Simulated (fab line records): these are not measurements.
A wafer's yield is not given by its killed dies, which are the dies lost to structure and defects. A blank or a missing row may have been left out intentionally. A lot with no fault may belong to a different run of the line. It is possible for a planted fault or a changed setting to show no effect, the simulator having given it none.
fab line records	flow n5Finfet
record: lots: 7	wafers: 21
route steps=1938 shown BEOL_M6@1204 BEOL_M7@1305
startH: hours from the record's first day to the start of the lot's first wafer shown	waitH: hours from the lot's prior step to this one	" identical to the entry in the row above	L1.1+2: a row that stands for several wafers	- either no value or no given start	* or withheld: withheld	< > ~ a bound
route shown NAME@n: names a module that has steps shown in the file, with the first one's number in the route	usual: mean/standard deviation taken from wafers without a fault	same: alike in all rows	chamber/n: place in a boat	sites: the reading at each site	_std_site: standard deviation across them	_edge_site: the outer-site mean with the inner-site mean subtracted	radiusMm: for every site, how far away it sits from the centre of the wafer	mask NAME#n: copy n	behind: the tool/chamber that last shaped the wafer	hold: why the lot was held/for how many hours/how that ended	device: whichever transistor did not switch (one of n, p or np)	end of line: tests run on the same wafers once the route is complete	a step without rows: its recipe alone	killed: the dies lost at the first sort to structure and to defects; this is not the yield of the wafer	map: shows each die of a wafer: x if killed, . if not, _ if none is there
set.NAME: the setting that was run; set.NAME@STEP: the one run at that earlier step	model.NAME: the simulator's own value behind a step, which no gauge read
lots run with intentionally changed settings; tables by step, rows by wafer
== steps ==
step: N5_BEOL_M6_EXPOSE_08
recipe: maskId: M6	na: 1.35	sourceShape: dipole	sigmaInner: 0.817	sigmaOuter: 0.97	polarization: te	doseMj: 68.25
lot.wafer	tool	chamber	startH	waitH	mask	set.doseMj
L076.2+6	arfiScanner-03	0	205.99	-	M6#0	68.25
L076.4	"	0	"	"	M6#0	63.57
L077.2+3+5	arfiScanner-01	0	206.16	-	M6#0	68.25
L078.1+3+5	arfiScanner-03	0	212.34	-	M6#0	68.25
L079.3+4+6	arfiScanner-01	0	214.88	-	M6#0	68.25
L083.2+6	arfiScanner-02	0	237.00	-	M6#0	69.93
L083.3	"	0	"	"	M6#0	68.25
L093.2+6	arfiScanner-03	0	305.66	-	M6#0	68.25
L093.4	"	0	"	"	M6#0	71.26
L096.2+3+6	arfiScanner-03	0	317.82	-	M6#0	68.25
step: N5_BEOL_M6_PEB_09
recipe: pebTempC: withheld	pebTimeS: 60	resist: CAR-ArF
step: N5_BEOL_M6_DEVELOP_10
recipe: developTimeS: 30	developer: TMAH	resist: CAR-ArF	rinseLiquid: diw	dry: airSpin	devTempC: 23
step: N5_BEOL_M6_CD_MEAS_11
recipe: targetCdNm: 38.5	landingEnergyEv: 500	detector: seInlens	polarity: opening
usual: cdNm: 38.7/0.51
lot.wafer	tool	chamber	startH	waitH	set.doseMj@BEOL_M6_EXPOSE_08	cdNm
L076.2	cdSem-02	0	206.12	-	68.25	39.3
L076.4	"	0	"	"	63.57	35.2
L076.6	"	0	"	"	68.25	38.3
L077.2	cdSem-03	0	206.28	-	68.25	39.2
L077.3	"	0	"	"	68.25	38.8
L077.5	"	0	"	"	68.25	39.1
L078.1	cdSem-02	0	212.47	-	68.25	38.0
L078.3	"	0	"	"	68.25	38.2
L078.5	"	0	"	"	68.25	38.3
L079.3	cdSem-03	0	214.99	-	68.25	39.0
L079.4	"	0	"	"	68.25	39.0
L079.6	"	0	"	"	68.25	38.2
L083.2	cdSem-03	0	237.12	-	69.93	40.3
L083.3	"	0	"	"	68.25	39.6
L083.6	"	0	"	"	69.93	39.9
L093.2	cdSem-03	0	305.78	-	68.25	39.1
L093.4	"	0	"	"	71.26	41.4
L093.6	"	0	"	"	68.25	38.7
L096.2	cdSem-03	0	317.94	-	68.25	37.6
L096.3	"	0	"	"	68.25	38.0
L096.6	"	0	"	"	68.25	38.2
step: N5_BEOL_M6_DESCUM_16
recipe: chemistry: O2	timeS: 7.9	sourcePowerW: 50	biasPowerW: 20	pressureMtorr: 20	rfFrequencyHz: 2.712e+07	tempC: 40	resist: CAR-ArF	o2FlowSccm: 225
step: N5_BEOL_M6_ETCH_61
recipe: chemistry: CF4	target: SiARC	targetDepthA: 455	maskMaterial: CAR-ArF	timeS: 75.8	ionEnergyEv: 80	pressureMtorr: 40	sourceW: 545	biasW: 36	Ar_flow_sccm: 100	cf4FlowSccm: 100	ends: cleared
lot.wafer	tool	chamber	startH	waitH	set.doseMj@BEOL_M6_EXPOSE_08	model.BEOL_M6.cdOffsetNm
L076.2	rieDiel-01	1	206.33	0.0	68.25	0.8
L076.4	"	0	"	"	63.57	-2.8
L076.6	"	0	"	"	68.25	0.2
L077.2+3	rieDiel-05	3,0	206.41	0.0	68.25	0.4
L077.5	"	2	"	"	68.25	0.6
L078.1	rieDiel-05	2	212.60	0.0	68.25	-0.2
L078.3	"	1	"	"	68.25	-0.6
L078.5	"	2	"	"	68.25	-0.4
L079.3	rieDiel-06	3	215.12	0.0	68.25	-0.2
L079.4	"	1	"	"	68.25	0.6
L079.6	"	2	"	"	68.25	-0.4
L083.2	rieDiel-05	1	237.24	0.0	69.93	1.8
L083.3	"	2	"	"	68.25	0.8
L083.6	"	1	"	"	69.93	1.4
L093.2	rieDiel-01	1	305.90	0.0	68.25	0.6
L093.4	"	1	"	"	71.26	2.6
L093.6	"	0	"	"	68.25	0.2
L096.2	rieDiel-01	1	318.06	0.0	68.25	-0.2
L096.3	"	2	"	"	68.25	-1
L096.6	"	2	"	"	68.25	-0.6
step: N5_BEOL_M6_ETCH_62
recipe: chemistry: N2/H2	target: SOC	targetDepthA: 1100	overetchA: 220	maskMaterial: SiARC	tempC: 40	timeS: 165	ionEnergyEv: 200	pressureMtorr: 30	sourceW: 840	biasW: 150	n2FlowSccm: 200	h2FlowSccm: 200
lot.wafer	tool	chamber	startH	waitH	set.spinRpm@BEOL_M6_COAT_59	set.doseMj@BEOL_M6_EXPOSE_08	model.etch.depthNm	model.BEOL_M6.cdOffsetNm
L076.2	rieDiel-01	1	206.39	0.0	1500	68.25	100.3	0.8
L076.4	"	0	"	"	1427	63.57	102.7	-2.8
L076.6	"	0	"	"	1500	68.25	100.1	0.2
L077.2	rieDiel-05	3	206.46	0.0	1500	68.25	100.2	0.6
L077.3	"	0	"	"	1500	68.25	100	0.4
L077.5	"	2	"	"	1500	68.25	100.2	0.2
L078.1	rieDiel-05	2	212.65	0.0	1626	68.25	95.9	-0.6
L078.3	"	1	"	"	1500	68.25	99.64	-0.4
L078.5	"	2	"	"	1626	68.25	95.77	-0.8
L079.3	rieDiel-06	3	215.17	0.0	1500	68.25	100	-0.2
L079.4	"	1	"	"	1500	68.25	99.68	0.4
L079.6	"	2	"	"	1500	68.25	99.46	-0.2
L083.2	rieDiel-05	1	237.30	0.0	1500	69.93	100	2.4
L083.3	"	2	"	"	1500	68.25	100.2	0.6
L083.6	"	1	"	"	1500	69.93	100	1.8
L093.2	rieDiel-01	1	305.96	0.0	1500	68.25	100.2	0.6
L093.4	"	1	"	"	1500	71.26	100.1	2.8
L093.6	"	0	"	"	1576	68.25	97.83	0
L096.2	rieDiel-01	1	318.12	0.0	1652	68.25	95.13	0
L096.3	"	2	"	"	1652	68.25	95.35	-0.8
L096.6	"	2	"	"	1652	68.25	95.19	-0.8
step: N5_BEOL_M6_STRIP_68
recipe: chemistry: N2/H2	tempC: 40	n2FlowSccm: 200	h2FlowSccm: 200	rfFrequencyHz: 6e+07
step: N5_BEOL_M6_STRIP_67
recipe: chemistry: CF4	resist: SiARC	powerW: 300	biasPowerW: 75	pressureMtorr: 50	cf4FlowSccm: 150	rfFrequencyHz: 6e+07
step: N5_BEOL_M6_HM_OPEN_17
recipe: chemistry: Cl2/BCl3	targetDepthA: 200	overetchA: 60	target: TiN	maskMaterial: SOC	ionEnergyEv: 150	pressureMtorr: 10	icpW: 1000	biasW: 126	Cl2_flow_sccm: 53.25	bcl3FlowSccm: 21.75	Ar_flow_sccm: 25
lot.wafer	tool	chamber	startH	waitH	set.spinRpm@BEOL_M6_COAT_59	model.SOC_of_BEOL_M6_COAT_59.thkNm
L076.2	rieMetal-01	1	206.58	0.0	1500	92.6
L076.4	"	1	"	"	1427	94.8
L076.6	"	1	"	"	1500	92.2
L077.2+5	rieMetal-02	1	206.68	0.1	1500	92.2
L077.3	"	1	"	"	1500	92
L078.1	rieMetal-02	1	212.84	0.0	1626	88
L078.3	"	1	"	"	1500	91.8
L078.5	"	1	"	"	1626	87.8
L079.3+4	rieMetal-01	0,1	215.39	0.1	1500	92
L079.6	"	0	"	"	1500	91.4
L083.2	rieMetal-03	0	237.48	0.0	1500	91.8
L083.3+6	"	0,1	"	"	1500	92
L093.2	rieMetal-03	1	306.15	0.0	1500	92.2
L093.4	"	0	"	"	1500	92
L093.6	"	1	"	"	1576	89.8
L096.2	rieMetal-02	0	318.31	0.0	1652	87.2
L096.3+6	"	0	"	"	1652	87.4
step: N5_BEOL_M6_STRIP_19
recipe: chemistry: O2	powerW: 400	tempC: 40	pressureMtorr: 30	rfFrequencyHz: 6e+07	biasPowerW: 0	overashFraction: 0.2	o2FlowSccm: 225
step: N5_BEOL_M6_CD_MEAS_18
recipe: pitchNm: 80	targetCdNm: 40
usual: cdNm: 40.1/0.63
lot.wafer	tool	chamber	startH	waitH	set.doseMj@BEOL_M6_EXPOSE_08	cdNm
L076.2	cdSem-01	-	206.76	0.1	68.25	40.8
L076.4	"	-	"	"	63.57	36.9
L076.6	"	-	"	"	68.25	40.2
L077.2	cdSem-01	-	206.92	0.1	68.25	40.5
L077.3	"	-	"	"	68.25	40.1
L077.5	"	-	"	"	68.25	40.3
L078.1	cdSem-01	-	213.11	0.0	68.25	39.1
L078.3	"	-	"	"	68.25	39.5
L078.5	"	-	"	"	68.25	39.5
L079.3	cdSem-03	-	215.54	0.1	68.25	40.0
L079.4	"	-	"	"	68.25	40.2
L079.6	"	-	"	"	68.25	40.0
L083.2	cdSem-02	-	237.67	0.1	69.93	42.0
L083.3	"	-	"	"	68.25	40.5
L083.6	"	-	"	"	69.93	42.1
L093.2	cdSem-02	-	306.33	0.1	68.25	40.7
L093.4	"	-	"	"	71.26	43.2
L093.6	"	-	"	"	68.25	39.6
L096.2	cdSem-03	-	318.50	0.1	68.25	39.8
L096.3	"	-	"	"	68.25	39.0
L096.6	"	-	"	"	68.25	39.2
step: N5_BEOL_M6_COAT_63
recipe: resist: SOC	tempC: 250	timeS: 60	spinRpm: 1500	resistThkNm: 60
step: N5_BEOL_M6_COAT_64
recipe: resist: SiARC	tempC: 220	timeS: 60	spinRpm: 1500	resistThkNm: 12
step: N5_BEOL_M6_PRECLEAN_42
recipe: chemistry: residueRemover	timeS: 60	tempC: 40
step: N5_BEOL_M6_SRD_43
recipe: timeS: 30	tempC: 23	rinseLiquid: diw	dry: ipaMarangoni
step: N5_BEOL_M6_CD_MEAS_35
recipe: targetCdNm: 40	targetCdYNm: 28	polarity: opening
usual: cdNm: 40.1/0.63
lot.wafer	tool	chamber	startH	waitH	set.doseMj@BEOL_M6_EXPOSE_08	cdNm
L077.2	cdSem-03	-	210.06	0.0	68.25	40.1
L077.3	"	-	"	"	68.25	40.3
L077.5	"	-	"	"	68.25	40.7
L076.2	cdSem-02	-	210.34	0.0	68.25	40.6
L076.4	"	-	"	"	63.57	37.2
L076.6	"	-	"	"	68.25	40.3
L078.1	cdSem-03	-	214.15	0.0	68.25	39.9
L078.3	"	-	"	"	68.25	39.6
L078.5	"	-	"	"	68.25	39.3
L079.3	cdSem-01	-	217.26	0.0	68.25	39.9
L079.4	"	-	"	"	68.25	40.5
L079.6	"	-	"	"	68.25	39.7
L083.2	cdSem-01	-	240.27	0.0	69.93	42.2
L083.3	"	-	"	"	68.25	40.4
L083.6	"	-	"	"	69.93	41.7
L093.2	cdSem-02	-	308.35	0.0	68.25	40.3
L093.4	"	-	"	"	71.26	42.8
L093.6	"	-	"	"	68.25	39.7
L096.2	cdSem-03	-	319.52	0.0	68.25	39.8
L096.3	"	-	"	"	68.25	39.2
L096.6	"	-	"	"	68.25	39.2
step: N5_BEOL_M7_VIA_ETCH_34
recipe: chemistry: C4F6/O2	target: SiCOH_lowk	targetDepthA: 1255	maskMaterial: SOC	taperDeg: 4	timeS: 50.5	ionEnergyEv: 250	pressureMtorr: 30	sourceW: 345	biasW: 185	Ar_flow_sccm: 300	C4F6_flow_sccm: 10	O2_flow_sccm: 10
usual: rfVppV: 666/7.4
lot.wafer	tool	chamber	startH	waitH	set.sourceW	rfVppV
L076.2	rieDiel-03	2	220.17	0.0	345	660
L076.4	"	3	"	"	345	663
L076.6	"	0	"	"	304.9	711
L078.1	rieDiel-04	3	220.18	0.0	321.3	703
L078.3	"	1	"	"	345	660
L078.5	"	2	"	"	345	656
L077.2	rieDiel-03	1	220.57	0.0	345	664
L077.3	"	0	"	"	345	668
L077.5	"	2	"	"	385.1	625
L079.3	rieDiel-03	1	227.09	0.0	345	662
L079.4	"	1	"	"	345	663
L079.6	"	3	"	"	345	663
L083.2	rieDiel-02	0	246.78	0.0	345	678
L083.3	"	1	"	"	345	663
L083.6	"	1	"	"	396.3	618
L093.2	rieDiel-04	2	315.19	0.0	345	657
L093.4	"	3	"	"	345	678
L093.6	"	2	"	"	345	657
L096.2	rieDiel-03	2	328.27	0.0	345	661
L096.3	"	1	"	"	376.4	633
L096.6	"	2	"	"	376.4	631
step: N5_BEOL_M7_TRENCH_ETCH_37
recipe: chemistry: C4F6/O2	targetDepthA: 934.78	target: SiCOH_lowk	timeS: 31.2	ionEnergyEv: 250	pressureMtorr: 30	sourceW: 345	biasW: 185	Ar_flow_sccm: 300	C4F6_flow_sccm: 10	O2_flow_sccm: 10
lot.wafer	tool	chamber	startH	waitH	set.timeS	model.etch.depthNm	model.BEOL_M7.featureDepthNm
L076.2	rieDiel-03	2	-	-	31.2	92.37	92.4
L076.4	"	3	"	"	31.2	91.64	91.6
L076.6	"	0	"	"	31.2	94.64	94.6
L078.1	rieDiel-04	3	-	-	31.2	93.5	93.6
L078.3	"	1	"	"	35.18	106.7	106.8
L078.5	"	2	"	"	35.18	106.1	106
L077.2	rieDiel-03	1	-	-	31.2	92.85	92.8
L077.3	"	0	"	"	28.51	85.43	85.4
L077.5	"	2	"	"	31.2	92.07	92
L079.3	rieDiel-03	1	-	-	31.2	94.67	94.6
L079.4	"	1	"	"	31.2	94.51	94.6
L079.6	"	3	"	"	31.2	93.27	93.2
L083.2	rieDiel-02	0	-	-	31.2	92.14	92.2
L083.3	"	1	"	"	26.53	76.92	77
L083.6	"	1	"	"	26.53	76.37	76.4
L093.2	rieDiel-04	2	-	-	31.2	94.08	94
L093.4	"	3	"	"	31.2	93.44	93.4
L093.6	"	2	"	"	28.53	85.68	85.6
L096.2	rieDiel-03	2	-	-	27.98	83.17	83.2
L096.3	"	1	"	"	27.98	84.37	84.4
L096.6	"	2	"	"	31.2	92.96	93
step: N5_BEOL_M7_ETCH_41
recipe: chemistry: CH3F/O2	target: SiCN	targetDepthA: 319	taperDeg: 2	timeS: 57.8	ionEnergyEv: 120	maskMaterial: TiN	pressureMtorr: 30	sourceW: 395	biasW: 75	Ar_flow_sccm: 150	CH3F_flow_sccm: 30	O2_flow_sccm: 20
step: N5_BEOL_M7_STRIP_80
recipe: chemistry: N2/H2	timeS: 10	powerW: 450	tempC: 40	pressureMtorr: 20	rfFrequencyHz: 6e+07	biasPowerW: 7	n2FlowSccm: 200	h2FlowSccm: 200
step: N5_BEOL_M7_OCD_MEAS_38
usual: trenchDepthNm: 93.1/1.5
lot.wafer	tool	chamber	startH	waitH	set.timeS@BEOL_M7_TRENCH_ETCH_37	trenchDepthNm
L076.2	ocd-02	-	220.42	-	31.2	92.1
L076.4	"	-	"	"	31.2	91.7
L076.6	"	-	"	"	31.2	94.2
L078.1	ocd-01	-	220.43	-	31.2	93.3
L078.3	"	-	"	"	35.18	107.0
L078.5	"	-	"	"	35.18	106.0
L077.2	ocd-02	-	220.82	-	31.2	92.7
L077.3	"	-	"	"	28.51	85.6
L077.5	"	-	"	"	31.2	92.1
L079.3	ocd-01	-	227.34	-	31.2	94.7
L079.4	"	-	"	"	31.2	94.2
L079.6	"	-	"	"	31.2	93.3
L083.2	ocd-02	-	247.03	-	31.2	91.7
L083.3	"	-	"	"	26.53	76.5
L083.6	"	-	"	"	26.53	76.7
L093.2	ocd-01	-	315.44	-	31.2	93.9
L093.4	"	-	"	"	31.2	93.5
L093.6	"	-	"	"	28.53	85.5
L096.2	ocd-01	-	328.52	-	27.98	82.6
L096.3	"	-	"	"	27.98	84.3
L096.6	"	-	"	"	31.2	92.7
step: N5_BEOL_M7_HM_STRIP_39
recipe: chemistry: peroxideTinStrip	material: TiN	targetDepthA: 250	tempC: 50	timeS: 158
step: N5_BEOL_M7_SRD_40
recipe: timeS: 30	tempC: 23	rinseLiquid: diw	dry: ipaMarangoni
step: N5_BEOL_M7_ECD_50
recipe: material: Cu	targetThkA: 3000
step: N5_BEOL_M7_ANNEAL_51
recipe: tempC: 225	timeS: 90	ambient: N2
step: N5_BEOL_M7_CMP_52
recipe: stopOn: SiCOH_lowk	tOverpolishS: 6.9	downForcePsi: 1	platenRpm: 50	clearingPlatenDownForcePsi: 1.5	clearingPlatenRpm: 50	postCmpClean: cuAlkaline	targetThkNm: 80	clearingPlatenPadVelocityMS: 0.99484	padVelocityMS: 0.99484
lot.wafer	tool	chamber	startH	waitH	set.timeS@BEOL_M7_TRENCH_ETCH_37	model.Cu_of_BEOL_M7_ECD_50.thkNm
L076.4	cmp-04	1	223.58	0.2	31.2	77
L076.2	"	3	"	"	31.2	79
L076.6	"	0	"	"	31.2	78.6
L078.3	cmp-03	2	223.91	0.2	35.18	93.4
L078.1	"	3	"	"	31.2	78.6
L078.5	"	2	"	"	35.18	92.6
L077.3	cmp-04	3	223.97	0.2	28.51	72.6
L077.2	"	0	"	"	31.2	77.6
L077.5	"	3	"	"	31.2	78
L079.4	cmp-04	0	229.87	0.1	31.2	79.8
L079.3	"	1	"	"	31.2	80.2
L079.6	"	0	"	"	31.2	78.4
L083.2	cmp-03	0	249.43	0.3	31.2	77.4
L083.3	"	1	"	"	26.53	64.4
L083.6	"	3	"	"	26.53	62.6
L093.4	cmp-04	3	318.91	0.1	31.2	82.2
L093.2	"	2	"	"	31.2	81.2
L093.6	"	3	"	"	28.53	73.4
L096.2	cmp-04	3	330.35	0.2	27.98	71.4
L096.3	"	2	"	"	27.98	72
L096.6	"	0	"	"	31.2	79.2
step: N5_BEOL_M7_THK_MEAS_53
recipe: thkMeasGauge: xrf	reads: Cu_of_BEOL_M7_ECD_50
usual: M7_THK: 79.6/1.9
lot.wafer	tool	chamber	startH	waitH	set.timeS@BEOL_M7_TRENCH_ETCH_37	M7_THK[nm]
L076.2	filmMetro-02	-	223.84	-	31.2	77.8
L076.4	"	-	"	"	31.2	76.0
L076.6	"	-	"	"	31.2	77.8
L078.1	filmMetro-01	-	224.17	-	31.2	78.7
L078.3	"	-	"	"	35.18	93.6
L078.5	"	-	"	"	35.18	93.3
L077.2	filmMetro-01	-	224.22	-	31.2	77.3
L077.3	"	-	"	"	28.51	72.3
L077.5	"	-	"	"	31.2	77.8
L079.3	filmMetro-01	-	230.17	-	31.2	80.5
L079.4	"	-	"	"	31.2	79.9
L079.6	"	-	"	"	31.2	78.6
L083.2	filmMetro-02	-	249.65	-	31.2	77.1
L083.3	"	-	"	"	26.53	64.4
L083.6	"	-	"	"	26.53	62.4
L093.2	filmMetro-02	-	319.20	-	31.2	81.3
L093.4	"	-	"	"	31.2	82.1
L093.6	"	-	"	"	28.53	73.9
L096.2	filmMetro-01	-	330.65	-	27.98	71.4
L096.3	"	-	"	"	27.98	72.2
L096.6	"	-	"	"	31.2	79.2
step: N5_BEOL_M7_PRE_CLEAN_55
recipe: gas: NH3	timeS: 15	tempC: withheld	rfPowerW: 300
step: N5_BEOL_M7_DEP_56
recipe: material: SiCN	targetThkA: 100	tempC: withheld	precursor: 3MS/NH3	pressureTorr: 3	rfW: 202	timeS: 17.5
step: N5_BEOL_M7_RS_MEAS_57
recipe: thkMeasGauge: four-point-probe	reads: Cu_of_BEOL_M7_ECD_50+Co_of_BEOL_M7_CVD_78+TaN_of_BEOL_M7_ALD_77
usual: M7_RS: 0.289/0.0073
lot.wafer	tool	chamber	startH	waitH	set.timeS@BEOL_M7_TRENCH_ETCH_37	M7_RS[ohm/sq]
L076.2	filmMetro-01	-	223.97	0.1	31.2	0.291
L076.4	"	-	"	"	31.2	0.299
L076.6	"	-	"	"	31.2	0.293
L078.1	filmMetro-02	-	224.30	0.1	31.2	0.291
L078.3	"	-	"	"	35.18	0.238
L078.5	"	-	"	"	35.18	0.241
L077.2	filmMetro-01	-	224.35	0.1	31.2	0.297
L077.3	"	-	"	"	28.51	0.321
L077.5	"	-	"	"	31.2	0.294
L079.3	filmMetro-01	-	230.30	0.1	31.2	0.286
L079.4	"	-	"	"	31.2	0.288
L079.6	"	-	"	"	31.2	0.293
L083.2	filmMetro-01	-	249.78	0.1	31.2	0.297
L083.3	"	-	"	"	26.53	0.369
L083.6	"	-	"	"	26.53	0.384
L093.2	filmMetro-02	-	319.34	0.1	31.2	0.281
L093.4	"	-	"	"	31.2	0.276
L093.6	"	-	"	"	28.53	0.316
L096.2	filmMetro-02	-	330.78	0.1	27.98	0.327
L096.3	"	-	"	"	27.98	0.323
L096.6	"	-	"	"	31.2	0.289
== key ==
split: step: N5_BEOL_M6_EXPOSE_08	setting: doseMj	stated: 68.25	by: wafer
response: step: N5_BEOL_M6_CD_MEAS_11	reading: cdNm	change: +0.504	per: 1%	r: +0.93
response: step: N5_BEOL_M6_ETCH_61	reading: model.BEOL_M6.cdOffsetNm	change: +0.473	per: 1%	r: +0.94
response: step: N5_BEOL_M6_ETCH_62	reading: model.BEOL_M6.cdOffsetNm	change: +0.515	per: 1%	r: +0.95
response: step: N5_BEOL_M6_CD_MEAS_18	reading: cdNm	change: +0.578	per: 1%	r: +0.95
response: step: N5_BEOL_M6_CD_MEAS_35	reading: cdNm	change: +0.536	per: 1%	r: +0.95
split: step: N5_BEOL_M7_VIA_ETCH_34	setting: sourceW	stated: 345	by: wafer
response: step: N5_BEOL_M7_VIA_ETCH_34	reading: rfVppV	change: -3.86	per: 1%	r: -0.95
split: step: N5_BEOL_M7_TRENCH_ETCH_37	setting: timeS	stated: 31.2	by: wafer
response: step: N5_BEOL_M7_TRENCH_ETCH_37	reading: model.etch.depthNm	change: +0.969	per: 1%	r: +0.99
response: step: N5_BEOL_M7_TRENCH_ETCH_37	reading: model.BEOL_M7.featureDepthNm	change: +0.967	per: 1%	r: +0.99
response: step: N5_BEOL_M7_OCD_MEAS_38	reading: trenchDepthNm	change: +0.966	per: 1%	r: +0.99
response: step: N5_BEOL_M7_CMP_52	reading: model.Cu_of_BEOL_M7_ECD_50.thkNm	change: +0.913	per: 1%	r: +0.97
response: step: N5_BEOL_M7_THK_MEAS_53	reading: M7_THK	change: +0.905	per: 1%	r: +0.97
response: step: N5_BEOL_M7_RS_MEAS_57	reading: M7_RS	change: -0.00431	per: 1%	r: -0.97
split outsideThisFile step=N5_BEOL_M6_COAT_59 setting=spinRpm
split outsideThisFile: this setting was split too, and the file shows its column; the key of that split is in another file
